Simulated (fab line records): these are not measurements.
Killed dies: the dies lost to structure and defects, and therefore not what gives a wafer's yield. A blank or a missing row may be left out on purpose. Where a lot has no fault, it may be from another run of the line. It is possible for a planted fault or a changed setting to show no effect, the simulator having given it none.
Which of the tools did it?    flow nand-harc    Sampling: 14 lots, 42 wafers, 5 of 1302 route steps

WHAT EACH GAUGE READ, for each wafer
NHARC_HYBRID_BOND_INSPECT_06: inspects for defects (ir void).
lot   measured      on                 raw-defect-count
L488  day 24 07:46  defect-inspect-01  38 27 22
L487  day 24 11:53  defect-inspect-02  120 108 84
L490  day 24 18:47  defect-inspect-01  172 154 156
L491  day 25 12:25  defect-inspect-01  68 73 78
L492  day 26 05:19  defect-inspect-01  112 116 113
L493  day 26 12:32  defect-inspect-02  119 111 131
L494  day 26 12:32  defect-inspect-01  101 84 91
L497  day 28 07:58  defect-inspect-01  88 101 85
L496  day 28 15:01  defect-inspect-01  30 24 33
L500  day 29 11:43  defect-inspect-01  56 79 72
L506  day 31 16:03  defect-inspect-02  81 66 81
L504  day 31 21:00  defect-inspect-01  88 101 95
L508  day 32 15:02  defect-inspect-01  62 57 76
L509  day 33 02:23  defect-inspect-02  26 19 14

NHARC_END_SORT_01.
lot   measured      on         defect-limited-yield (%)  killed-at-array  killed-at-other  killed-at-periphery  killed-dies  killed-open  killed-short
L488  day 25 02:03  prober-02  95 95 96                  31 26 22         0 0 0            2 6 2                33 32 24     3 5 3        1 2 1
L487  day 25 07:35  prober-01  88 89 91                  73 68 57         0 2 2            5 3 2                78 73 61     3 3 3        4 2 3
L491  day 26 06:44  prober-02  90 92 91                  61 52 55         4 1 2            1 0 3                66 53 60     4 6 4        5 0 2
L492  day 26 23:45  prober-01  90 89 89                  65 72 70         0 0 1            4 0 1                69 72 72     2 1 1        2 1 1
L494  day 27 06:42  prober-01  87 90 88                  72 63 75         5 0 0            8 3 6                85 66 81     6 1 5        3 2 6
L496  day 29 12:41  prober-02  95 96 95                  30 21 24         2 2 2            5 3 9                37 26 35     3 3 4        5 1 2
L500  day 30 06:19  prober-01  93 92 93                  38 50 47         1 1 0            6 5 2                45 56 49     6 6 2        2 3 4
L508  day 33 08:40  prober-02  93 92 92                  44 49 55         0 1 0            2 2 2                46 52 57     3 1 4        2 0 7

WHAT TOOL EACH LOT RAN ON (gives the tool, then ch and the chambers of the sampled wafers, and finally the start)
lot   NHARC_THIN_TSV_CMP_01          NHARC_THIN_TSV_EXPOSE_09           NHARC_THIN_TSV_ETCH_15
L488  cmp-01 ch 0,2,3, day 24 09:07  krf-scanner-02 ch 0, day 24 10:10  rie-si-06 ch 0,2,3, day 24 11:08
L487  cmp-01 ch 0,2, day 24 13:15    krf-scanner-04 ch 0, day 24 14:25  rie-si-04 ch 2,3, day 24 15:25
L490  cmp-01 ch 0,2,3, day 24 21:19  krf-scanner-04 ch 0, day 24 22:29  rie-si-06 ch 1,2,3, day 24 23:28
L491  cmp-03 ch 0,2,3, day 25 13:48  krf-scanner-04 ch 0, day 25 14:52  rie-si-04 ch 1,2, day 25 15:51
L492  cmp-01 ch 0,3, day 26 06:41    krf-scanner-02 ch 0, day 26 07:52  rie-si-04 ch 0,2,3, day 26 08:50
L493  cmp-04 ch 0,1, day 26 13:56    krf-scanner-02 ch 0, day 26 14:58  rie-si-06 ch 0,3, day 26 15:56
L494  cmp-03 ch 0,1,2, day 26 15:10  krf-scanner-01 ch 0, day 26 16:17  rie-si-06 ch 0,2, day 26 17:25
L497  cmp-04 ch 1,2,3, day 28 09:20  krf-scanner-02 ch 0, day 28 10:31  rie-si-02 ch 0,3, day 28 11:29
L496  cmp-04 ch 1,2, day 28 18:47    krf-scanner-02 ch 0, day 28 19:57  rie-si-06 ch 1,2, day 28 20:56
L500  cmp-01 ch 0,1,3, day 29 14:19  krf-scanner-02 ch 0, day 29 15:29  rie-si-04 ch 1,2,3, day 29 16:36
L506  cmp-04 ch 1,2, day 31 17:27    krf-scanner-01 ch 0, day 31 18:37  rie-si-02 ch 0,1,2, day 31 19:36
L504  cmp-01 ch 0,1,2, day 32 03:54  krf-scanner-02 ch 0, day 32 05:01  rie-si-04 ch 0,2,3, day 32 06:01
L508  cmp-04 ch 0,2,3, day 32 16:26  krf-scanner-01 ch 0, day 32 17:34  rie-si-04 ch 2,3, day 32 18:33
L509  cmp-03 ch 1,3, day 33 03:47    krf-scanner-02 ch 0, day 33 04:56  rie-si-02 ch 0,2,3, day 33 05:55
- NHARC_THIN_TSV_CMP_01: polishes.
- NHARC_THIN_TSV_EXPOSE_09: exposes mask TSV.
- NHARC_THIN_TSV_ETCH_15: target depth 3000 nm, bosch target overetch cycles 2, bosch etch step 2.8 s.

WHAT THE TOOLS THEMSELVES READ (means of the sampled wafers that have a number; where no wafer has one, the mark that the record gives instead)
NHARC_THIN_TSV_CMP_01.
lot   tool    motor-current-A (A)
L488  cmp-01  11.2
L487  cmp-01  11.1
L490  cmp-01  11.2
L491  cmp-03  11.2
L492  cmp-01  11.3
L493  cmp-04  12.3
L494  cmp-03  12.3
L497  cmp-04  11.4
L496  cmp-04  10.7
L500  cmp-01  12.2
L506  cmp-04  10.6
L504  cmp-01  13.1
L508  cmp-04  11.9
L509  cmp-03  12.9

NHARC_THIN_TSV_EXPOSE_09.
lot   tool            exposure-dose-mJ-cm2
L488  krf-scanner-02  30.70
L487  krf-scanner-04  30.70
L490  krf-scanner-04  30.69
L491  krf-scanner-04  30.70
L492  krf-scanner-02  30.70
L493  krf-scanner-02  30.68
L494  krf-scanner-01  30.69
L497  krf-scanner-02  30.73
L496  krf-scanner-02  30.71
L500  krf-scanner-02  30.69
L506  krf-scanner-01  31.58
L504  krf-scanner-02  30.69
L508  krf-scanner-01  31.44
L509  krf-scanner-02  30.72

NHARC_THIN_TSV_ETCH_15.
lot   tool       drypump-motor-current-A (A)
L488  rie-si-06  6.4
L487  rie-si-04  6.1
L490  rie-si-06  6.2
L491  rie-si-04  6.0
L492  rie-si-04  6.1
L493  rie-si-06  6.4
L494  rie-si-06  6.4
L497  rie-si-02  5.4
L496  rie-si-06  5.8
L500  rie-si-04  5.8
L506  rie-si-02  5.5
L504  rie-si-04  6.1
L508  rie-si-04  6.1
L509  rie-si-02  5.4

THE ANSWER, worked out from the rows above alone
Rule: usual is defined by the lots themselves. The widest of any qualifying gaps counts: lots, ordered by their means at a reading, are off when they make up no more than a third of the lots, leave a main group of 4 or more, and stand apart from it by 3 or more times the standard deviation of that group's means. A main group whose means are all the same, to the digits that the tables above print for the reading, isn't used. A lot without any number at a reading at which 4 lots or more have one is off too. Any other lot the step has rows for is counted as sound. The gauges are gone through in route order, then the tools' own readings, and for those a lot's mean is taken as printed above. The first step at which some lot is off is used, and at that step the reading that is off furthest; a lot without a number counts as furthest.
Off: L506, L508 (NHARC_THIN_TSV_EXPOSE_09, exposure-dose-mJ-cm2). Mean 30.70 and standard deviation 0.014 in the main group.
If a tool, at that step or one of the process steps before it, ran each lot that is off and ran no sound lot following the first of them, it fits. Undecided on this evidence; 2 tools fit (cmp-04 at NHARC_THIN_TSV_CMP_01, krf-scanner-01 at NHARC_THIN_TSV_EXPOSE_09).

WHAT THE SIMULATOR HAD INSERTED
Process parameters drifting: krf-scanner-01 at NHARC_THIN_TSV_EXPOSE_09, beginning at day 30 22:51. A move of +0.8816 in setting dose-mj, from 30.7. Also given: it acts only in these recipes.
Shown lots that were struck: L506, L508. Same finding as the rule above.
